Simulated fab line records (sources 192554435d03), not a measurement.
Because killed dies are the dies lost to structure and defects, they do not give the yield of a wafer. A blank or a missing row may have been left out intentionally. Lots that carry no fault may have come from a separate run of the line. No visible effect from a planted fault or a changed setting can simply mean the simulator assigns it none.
Comparing a struck lot with a sound one    flow n5 finfet    15 steps out of a route of 1938
Sound: these wafers, L543.1, L543.2, L543.6. The struck wafers were L553.2, L553.5, L553.6. The cause is named last.
For every step that has rows: the tool of each side, followed by ch and its chambers, followed by its first start. Under that, the readings that differ: sound wafers    struck wafers    difference of the means    sigmas: that difference in standard deviations of wafers without a fault.
alike: a reading whose means differ by less than 2 such deviations, as well as words and numbers matching on both sides. not compared: withheld readings; readings where some wafer has no value; bounds like >300 that might hide an equal value; numbers whose values overlap and for which the record gives no deviation.
A row with sigmas, a row that says differs or no value, or rows on one side alone: a step with any of these is where the two part. Numbers that have no deviation but don't overlap get no sigmas and don't part them. Lack of a reading on every wafer of one side parts them only where that side has two or more wafers.

first, 3 steps without rows for these wafers: N5_BEOL_M6_EXPOSE_08 (exposes mask M6); N5_BEOL_M6_PEB_09 (peb time 60 s); N5_BEOL_M6_DEVELOP_10 (develop time 30 s).
N5_BEOL_M6_CD_MEAS_11 targets a cd of 38.5 nm.
  sound on cd sem-03 ch 0, day 11 11:02; struck on cd sem-03 ch 0, day 13 22:28
  alike: cd nm
N5_BEOL_M6_OVL_MEAS_12:
  sound on overlay-01 ch 0, day 11 11:04; struck on overlay-02 ch 0, day 13 22:30
  alike: M6_OVL
N5_BEOL_M6_INSPECT_13: inspects for defects (brightfield).
  sound on defect inspect-02 at day 11 11:05; struck on defect inspect-01 at day 13 22:31
  alike: raw defect count
N5_BEOL_M6_DESCUM_16: chemistry O2, time 7.9 s.
  sound on rie diel-02 ch 0,1,3, day 11 11:07; struck on rie diel-04 ch 2,3, day 13 22:34
  alike: drypump motor current A, oes product au, rf vpp V, showerhead plenum p Torr, throttle valve pct
  not compared: rf hours counter h
N5_BEOL_M6_ETCH_61: etches SiARC in CF4, target depth 45.5 nm, time 75.8 s.
  sound on rie diel-02 ch 0,1,3, day 11 11:09; struck on rie diel-04 ch 2,3, day 13 22:36
  alike: bias w, drypump motor current A, etch rf on time s, oes product au, rf vpp V, showerhead plenum p Torr, throttle valve pct
  not compared: rf hours counter h
N5_BEOL_M6_ETCH_62: etches SOC in N2/H2, target depth 110 nm, overetch 22 nm, time 165 s.
  sound on rie diel-02 ch 0,1,3, day 11 11:13; struck on rie diel-04 ch 2,3, day 13 22:40
  alike: bias w, drypump motor current A, oes product au, rf vpp V, showerhead plenum p Torr, throttle valve pct
  not compared: rf hours counter h
then, 1 step without rows for these wafers: N5_BEOL_M6_STRIP_68 (strips in N2/H2).
N5_BEOL_M6_STRIP_67: strips in CF4.
  sound on rie diel-02 ch 0,1,3, day 11 11:21; struck on rie diel-04 ch 2,3, day 13 22:48
  alike: drypump motor current A, oes product au, power w, rf vpp V, showerhead plenum p Torr, throttle valve pct
  not compared: rf hours counter h
N5_BEOL_M6_HM_OPEN_17: chemistry Cl2/BCl3, target TiN, target depth 20 nm, overetch 6 nm.
  sound on rie metal-02 ch 1, day 11 11:24; struck on rie metal-02 ch 0,1, day 13 22:51
  alike: bias w, drypump motor current A, oes product au, throttle valve pct
  not compared: rf hours counter h
N5_BEOL_M6_STRIP_19: strips in O2.
  sound on rie diel-04 ch 0,1,2, day 11 11:36; struck on rie diel-04 ch 0,3, day 13 22:58
reading     sound              struck             difference  sigmas
temp c (C)  39.99 40.24 39.86  40.61 40.59 40.50  +0.54       +5
  alike: drypump motor current A, oes product au, rf vpp V, showerhead plenum p Torr, throttle valve pct
  not compared: rf hours counter h
N5_BEOL_M6_CD_MEAS_18: pitch 80 nm, target cd 40 nm.
  sound on cd sem-02 at day 11 11:40; struck on cd sem-01 at day 13 23:02
  alike: cd nm
after that, 1 step had no rows for these wafers: N5_PASSIVATION_PROBE_49.

WHERE THEY PART
Only at N5_BEOL_M6_STRIP_19, within this record. Later steps at which nothing parts them and some readings are alike: N5_BEOL_M6_CD_MEAS_18.

WHY: whatever the simulator had introduced
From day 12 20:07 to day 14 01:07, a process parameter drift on rie diel-04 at N5_BEOL_M6_STRIP_19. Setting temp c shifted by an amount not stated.
